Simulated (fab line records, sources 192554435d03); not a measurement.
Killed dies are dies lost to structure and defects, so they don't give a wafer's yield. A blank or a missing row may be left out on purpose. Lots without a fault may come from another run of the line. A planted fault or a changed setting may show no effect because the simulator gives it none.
Which tool did it? | flow n5_finfet | 12 lots, 36 wafers sampled, at 3 steps of a route of 1938

WHAT THE GAUGES READ, wafer by wafer
N5_BEOL_M10_INSPECT_30: inspects for defects (brightfield). Usual: raw_defect_count 416, standard deviation 96.
lot  | measured     | on                | raw_defect_count | flag
L889 | day 10 11:57 | defect_inspect-02 | 415 388 319      |
L888 | day 10 17:32 | defect_inspect-01 | 464 371 373      |
L887 | day 10 19:48 | defect_inspect-02 | 417 326 372      |
L892 | day 11 07:53 | defect_inspect-02 | 518 404 450      |
L900 | day 13 12:21 | defect_inspect-02 | 378 381 383      |
L896 | day 13 14:13 | defect_inspect-01 | 503 365 389      |
L898 | day 13 14:23 | defect_inspect-01 | 418 673 399      |
L902 | day 13 14:26 | defect_inspect-01 | 288 288 334      |
L903 | day 14 06:17 | defect_inspect-01 | 511 550 383      |
L905 | day 15 01:28 | defect_inspect-02 | 196 321 261      |
L908 | day 15 08:33 | defect_inspect-02 | 373 517 308      |
L909 | day 16 10:54 | defect_inspect-01 | 473 420 369      |

N5_BEOL_M10_OCD_MEAS_38. Usual: trench_depth_nm 146.9 nm, standard deviation 1.8.
lot  | measured     | on     | trench_depth_nm (nm) | flag
L889 | day 10 13:04 | ocd-02 | 147.9 147.0 146.4    |
L888 | day 10 18:04 | ocd-01 | 146.4 145.3 145.7    |
L887 | day 10 20:38 | ocd-01 | 148.8 150.3 148.0    |
L892 | day 11 08:24 | ocd-02 | 150.4 146.5 147.5    |
L900 | day 13 12:56 | ocd-01 | 145.8 146.4 146.5    |
L896 | day 13 14:53 | ocd-01 | 147.7 146.3 146.9    |
L898 | day 13 15:22 | ocd-02 | 147.3 145.9 147.6    |
L902 | day 13 15:22 | ocd-01 | 144.5 145.7 147.1    |
L903 | day 14 06:57 | ocd-02 | 146.1 148.0 146.8    |
L905 | day 15 02:00 | ocd-01 | 147.0 146.9 148.3    |
L908 | day 15 09:05 | ocd-01 | 145.8 148.2 148.5    |
L909 | day 16 11:26 | ocd-02 | 149.8 149.6 152.4    |

N5_BEOL_M10_CD_MEAS_35: target cd 70 nm. Usual: cd_nm 70.3 nm, standard deviation 0.55.
lot  | measured     | on        | cd_nm (nm)     | flag
L889 | day 10 13:13 | cd_sem-02 | 70.1 70.0 69.6 |
L888 | day 10 18:13 | cd_sem-02 | 70.0 71.0 70.5 |
L887 | day 10 20:47 | cd_sem-02 | 70.8 70.1 70.1 |
L892 | day 11 08:34 | cd_sem-03 | 69.4 70.2 69.7 |
L900 | day 13 13:05 | cd_sem-02 | 70.8 71.5 71.5 |
L896 | day 13 15:03 | cd_sem-03 | 70.4 70.2 69.7 |
L898 | day 13 15:31 | cd_sem-02 | 70.6 71.0 70.7 |
L902 | day 13 15:32 | cd_sem-03 | 70.3 69.8 70.1 |
L903 | day 14 07:06 | cd_sem-03 | 70.8 71.3 71.2 |
L905 | day 15 02:09 | cd_sem-02 | 70.4 70.1 69.5 |
L908 | day 15 09:14 | cd_sem-01 | 71.3 70.9 71.2 |
L909 | day 16 11:35 | cd_sem-01 | 69.4 70.2 69.5 |

WHICH TOOL RAN EACH LOT (tool, then ch and the chambers of the sampled wafers, then the start)
The record holds no process step before these readings.

WHAT THE TOOLS THEMSELVES READ (means of the sampled wafers that have a number; where no wafer has one, the mark that the record gives instead)
The record holds no such reading with a usual standard deviation.

THE ANSWER, worked out from the rows above alone
Rule: a lot is off if the mean of its wafers that have a number lies more than 3 standard deviations from the usual mean. A lot without any number at a reading at which 4 lots or more have one is off too. The other lots that the step has rows for count as sound. The gauges are gone through in route order, then the tools' own readings, and for those a lot's mean is taken as printed above. The first step at which some lot is off is used, and at that step the reading that is off furthest; a lot without a number counts as furthest.
No lot is off at any reading shown: from this, nothing can be told.

WHAT THE SIMULATOR HAD PUT IN
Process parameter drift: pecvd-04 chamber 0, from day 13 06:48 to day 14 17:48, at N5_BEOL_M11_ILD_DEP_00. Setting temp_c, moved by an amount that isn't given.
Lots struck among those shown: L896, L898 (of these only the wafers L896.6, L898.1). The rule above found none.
